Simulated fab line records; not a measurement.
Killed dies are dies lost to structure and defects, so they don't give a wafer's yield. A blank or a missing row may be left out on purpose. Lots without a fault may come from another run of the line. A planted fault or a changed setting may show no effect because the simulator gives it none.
The same fault as seen by 3 desks | flow n5Finfet | numbers are kept per desk, each desk with only its own; the story behind them comes last

== THE METROLOGY DESK ==
Means of the sampled wafers that have a number, per lot and without regard to the tool the lot ran on: this is what the gauges read. A lot is out of limits, marked OUT, if its mean lies more than 4 standard deviations from the usual mean; the brackets give that distance. Only the readings that lie furthest out on some lot appear, 7 of the 11 it has.
Columns: A = DIBL_N at N5_BEOL_M4_RC_MEAS_101, usual 36.9 mV/V; B = DIBL_P at N5_BEOL_M4_RC_MEAS_101, usual 36.7 mV/V; C = IOFF_N at N5_BEOL_M4_RC_MEAS_101, usual 0.17 nA/um; D = ION_N at N5_BEOL_M4_RC_MEAS_101, usual 674 uA/um; E = ION_P at N5_BEOL_M4_RC_MEAS_101, usual 461 uA/um; F = VT_N at N5_BEOL_M4_RC_MEAS_101, usual 249 mV; G = VT_P at N5_BEOL_M4_RC_MEAS_101, usual -250 mV
lot  | first seen here | A    | B    | C    | D   | E   | F   | G
L173 | day 6 10:40     | 34.4 | 33.6 | 0.14 | 658 | 451 | 252 | -252
L174 | day 6 16:21     | 38.3 | 39.8 | 0.19 | 679 | 461 | 247 | -250
L175 | day 6 19:11     | 37.0 | 38.7 | 0.18 | 676 | 465 | 247 | -248
L177 | day 7 09:01     | 36.3 | 36.7 | 0.16 | 674 | 466 | 248 | -247
L186 | day 9 14:28     | 37.2 | 36.8 | 0.16 | 668 | 454 | 250 | -252
L187 | day 9 22:09     | 36.8 | 36.4 | 0.16 | 665 | 462 | 250 | -250
L188 | day 10 09:37    | 36.1 | 34.9 | 0.16 | 677 | 470 | 249 | -245
L189 | day 10 10:40    | 37.2 | 37.2 | 0.18 | 683 | 466 | 248 | -245
L191 | day 10 17:56    | 34.4 | 33.5 | 0.13 | 664 | 459 | 255 | -252
L192 | day 10 23:56    | 37.1 | 38.0 | 0.19 | 679 | 471 | 247 | -246
This desk's verdict: no lot among the 10 shows anything out of limits.

== THE TOOL OWNER'S DESK: rieDiel-06 ==
The tool's own readings at N5_BEOL_M0_SAQP_ETCH_84 (etches SOC in N2/H2, target depth 100 nm, overetch 20 nm, time 150 s): means of the sampled wafers that have a number, for each lot that ran on this tool. A lot is out of limits, marked OUT, if its mean lies more than 4 standard deviations from the usual mean; the brackets give that distance.
Columns: A = drypumpMotorCurrentA at N5_BEOL_M0_SAQP_ETCH_84, usual 5.7 A; B = oesProductAu at N5_BEOL_M0_SAQP_ETCH_84, usual 0.71 a.u.; C = rfVppV at N5_BEOL_M0_SAQP_ETCH_84, usual 524.2 V; D = runLengthS at N5_BEOL_M0_SAQP_ETCH_84, usual 173.2 s; E = showerheadPlenumPTorr at N5_BEOL_M0_SAQP_ETCH_84, usual 2.55 Torr; F = throttleValvePct at N5_BEOL_M0_SAQP_ETCH_84, usual 17.7 %
lot  | first seen here | A   | B    | C     | D               | E    | F
L173 | day 6 09:11     | 5.4 | 0.75 | 524.7 | 173.0           | 2.56 | 17.8
L174 | day 6 14:50     | 5.5 | 0.78 | 527.8 | 173.2           | 2.65 | 17.6
L186 | day 9 12:31     | 5.8 | 0.77 | 524.0 | 178.1 (+11) OUT | 2.52 | 17.5
L187 | day 9 20:40     | 5.5 | 0.76 | 524.8 | 177.9 (+11) OUT | 2.57 | 17.7
This desk's verdict: out of limits on L186, L187, starting with L186 at day 9 12:31 (runLengthS at N5_BEOL_M0_SAQP_ETCH_84). L173, L174: within limits.

== THE DEFECT DESK ==
What the inspections along the route counted, lot by lot: means of the sampled wafers that have a number. A lot is out of limits, marked OUT, if its mean lies more than 4 standard deviations from the usual mean; the brackets give that distance.
Columns: A = rawDefectCount at N5_MOL_CONTACT_COAG_INSPECT_97, usual 43
lot  | first seen here | A
L173 | day 6 07:49     | 50
L174 | day 6 10:49     | 31
L175 | day 6 15:47     | 34
L177 | day 7 05:21     | 58
L186 | day 9 10:08     | 38
L187 | day 9 18:44     | 25
L188 | day 10 03:38    | 45
L189 | day 10 06:38    | 50
L191 | day 10 14:44    | 35
L192 | day 10 20:46    | 50
This desk's verdict: no lot among the 10 shows anything out of limits.

== BROUGHT TOGETHER ==
On L186, L187, at day 9 12:31, an alarm was possible from the tool owner's desk.
At the metrology desk, nothing out of limits was observed.
Nothing out of limits was seen by the defect desk.
The metrology desk has L186, L187 on record, within its limits.
The defect desk has L186, L187 on record, within its limits.
All the named lots went through N5_BEOL_M0_SAQP_ETCH_84 on rieDiel-06.

== WHAT WAS PUT IN BY THE SIMULATOR ==
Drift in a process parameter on rieDiel-06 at N5_BEOL_M0_SAQP_ETCH_84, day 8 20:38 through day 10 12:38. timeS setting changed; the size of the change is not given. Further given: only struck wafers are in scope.
Shown lots that were struck: L186, L187.
Each desk's first reading out of limits, in hours after the fault started: the tool owner's desk, 16.
